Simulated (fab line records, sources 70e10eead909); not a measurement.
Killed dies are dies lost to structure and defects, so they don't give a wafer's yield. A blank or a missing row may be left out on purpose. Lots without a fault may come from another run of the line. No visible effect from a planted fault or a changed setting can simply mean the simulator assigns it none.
Chamber matching :: flow nandHarc :: rieDiel-09 running NHARC_A_STAIRCASE_TRIM_20: 4 sister chambers
The step chemistry O2, time 211.2 s. 4 wafers are shown with their chamber, then 9 later ones without.

WAFERS PAIRED WITH THEIR CHAMBERS
wafer: L084.4
chamber: 0
drypumpMotorCurrentA (A): 5.30

wafer: L091.1
chamber: 3
drypumpMotorCurrentA (A): 5.34

wafer: L091.4
chamber: 2
drypumpMotorCurrentA (A): 5.84

wafer: L091.6
chamber: 1
drypumpMotorCurrentA (A): 5.46

WAFERS WITH NO CHAMBER GIVEN
wafer: L094.2
drypumpMotorCurrentA (A): 5.31

wafer: L094.5
drypumpMotorCurrentA (A): 5.35

wafer: L094.6
drypumpMotorCurrentA (A): 5.31

wafer: L093.1
drypumpMotorCurrentA (A): 5.45

wafer: L093.3
drypumpMotorCurrentA (A): 5.36

wafer: L093.4
drypumpMotorCurrentA (A): 5.82

wafer: L097.2
drypumpMotorCurrentA (A): 5.28

wafer: L097.3
drypumpMotorCurrentA (A): 5.46

wafer: L097.4
drypumpMotorCurrentA (A): 5.35

WHICH CHAMBER EACH WENT THROUGH
wafer: L094.2
from the rows above: can't be placed: 0 or 3
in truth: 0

wafer: L094.5
from the rows above: 3
in truth: 3

wafer: L094.6
from the rows above: can't be placed: 0 or 3
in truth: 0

wafer: L093.1
from the rows above: 1
in truth: 1

wafer: L093.3
from the rows above: 3
in truth: 3

wafer: L093.4
from the rows above: 2
in truth: 2

wafer: L097.2
from the rows above: 0
in truth: 0

wafer: L097.3
from the rows above: 1
in truth: 1

wafer: L097.4
from the rows above: 3
in truth: 3
Placed correctly: 7 of 9. Cannot be placed on the basis of these rows: 2; the candidates contain the true chamber in 2. Placed wrongly: 0.
How it was worked out, from the rows above alone: a wafer's distance from a chamber is the root of the sum, over the readings, of the square of ((its reading less the chamber's mean) divided by the reading's scatter). If the next closest chamber is less than 2 further off than the closest, the wafer can't be placed; otherwise it belongs to the closest. Each chamber's mean is taken over the wafers shown for it. The scatter: with one shown wafer a chamber, the root of the mean of the squares of how far each hidden wafer lies from its nearest shown one.
